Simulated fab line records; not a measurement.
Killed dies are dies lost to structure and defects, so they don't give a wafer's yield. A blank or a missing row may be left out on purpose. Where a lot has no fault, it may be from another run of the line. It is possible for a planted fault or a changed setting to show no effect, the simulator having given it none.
A lot that was struck, set against a sound lot	flow nand harc	14 steps out of a route of 1302
Sound: these wafers, L317.1, L317.4, L317.5. The struck wafers were L307.1, L307.6. Last of all comes the cause.
At each step with rows: each side's tool, then ch and its chambers, then its first start. Under that, the readings that differ: sound wafers	struck wafers	difference of the means	sigmas: that difference in standard deviations of wafers without a fault.
alike: readings with means less than 2 such deviations apart, plus words and numbers identical on both sides. not compared: withheld readings, readings lacking a value on some wafer, bounds such as >300 that could conceal the same value, and numbers that have no deviation in the record and whose values overlap.
Wherever a step has rows on one side only, a row that says differs or no value, or a row with sigmas, the two part there. Non-overlapping numbers with no deviation appear without sigmas and do not part them. A reading that every wafer of one side lacks parts them only if that side has two wafers or more.

first, 5 steps without rows for these wafers: NHARC_A_CONTACT_SOFTBAKE_64 (time 55 s); NHARC_A_CONTACT_EBR_65; NHARC_A_CONTACT_EXPOSE_66 (exposes mask A CC 2); NHARC_A_CONTACT_PEB_67 (peb time 65 s); NHARC_A_CONTACT_DEVELOP_68 (develop time 35 s).
NHARC_A_CONTACT_CD_MEAS_69: target cd 300 nm.
  sound on cd sem-02 ch 0, day 30 06:32; struck on cd sem-02 ch 0, day 26 22:22
  alike: cd nm
NHARC_A_CONTACT_OVL_MEAS_70:
  sound: overlay-01 at day 30 06:37; struck: overlay-02 at day 26 22:26
  alike: overlay x nm, overlay y nm
NHARC_A_CONTACT_INSPECT_71:
  sound: defect inspect-01 at day 30 06:40; struck: defect inspect-02 at day 26 22:29
  alike: raw defect count
NHARC_A_CONTACT_DESCUM_74: chemistry O2, time 3 s.
  sound on rie diel-11 ch 0,1,3, day 30 06:43; struck on rie diel-11 ch 0,1, day 26 22:34
  alike: drypump motor current A, oes product au, rf vpp V, showerhead plenum p Torr, throttle valve pct
  not compared: rf hours counter h
NHARC_A_CONTACT_ETCH_75: etches the open film in CF4, target depth 39 nm, time 65 s.
  sound on rie diel-11 ch 0,2, day 30 06:49; struck on rie diel-11 ch 1, day 26 22:38
  alike: cf4 flow sccm, drypump motor current A, oes product au, rf vpp V, showerhead plenum p Torr, throttle valve pct
  not compared: over etch frac, rf hours counter h
NHARC_A_CONTACT_ETCH_76: etches the open film in N2/H2, target depth 260 nm, time 475.3 s.
  sound: rie diel-11 ch 0,1,2; struck: rie diel-11 ch 0,2
  alike: drypump motor current A, h2 flow sccm, oes product au, rf vpp V, showerhead plenum p Torr, throttle valve pct
  not compared: over etch frac, rf hours counter h
NHARC_A_CONTACT_ETCH_77: etches the open film in CF4/CHF3, target depth 108.9 nm, time 54.5 s.
  sound: rie diel-11 ch 0,2; struck: rie diel-11 ch 1,3
  alike: cf4 flow sccm, chf3 flow sccm, drypump motor current A, oes product au, rf vpp V, showerhead plenum p Torr, throttle valve pct
  not compared: rf hours counter h
NHARC_A_CONTACT_ETCH_78: etches the open film in O2/COS, target depth 5300 nm, time 1378 s.
  sound on rie diel-11 ch 1,3, day 30 07:20; struck on rie diel-11 ch 0,1, day 26 23:26
reading	sound	struck	difference	sigmas
over etch frac	0.3 0.3 0.3	0.55105 0.55105	+0.25105	
  alike: cos flow sccm, drypump motor current A, oes product au, rf vpp V, showerhead plenum p Torr, throttle valve pct
  not compared: rf hours counter h
NHARC_A_CONTACT_ETCH_124: etches the open film in C4F8/O2/Ar, time 140 s, target depth 700 nm.
  sound on har cap etch-02 ch 0,1, day 30 08:18; struck on har cap etch-01 ch 0, day 27 00:07
reading	sound	struck	difference	sigmas
oes air line au (a.u.)	0.965 0.955 0.966	1.011 1.038	+0.062	+3
  not compared: rf hours counter h

== WHERE THEY PART ==
Only at NHARC_A_CONTACT_ETCH_124, as far as this record shows.

WHY: what the simulator had put in
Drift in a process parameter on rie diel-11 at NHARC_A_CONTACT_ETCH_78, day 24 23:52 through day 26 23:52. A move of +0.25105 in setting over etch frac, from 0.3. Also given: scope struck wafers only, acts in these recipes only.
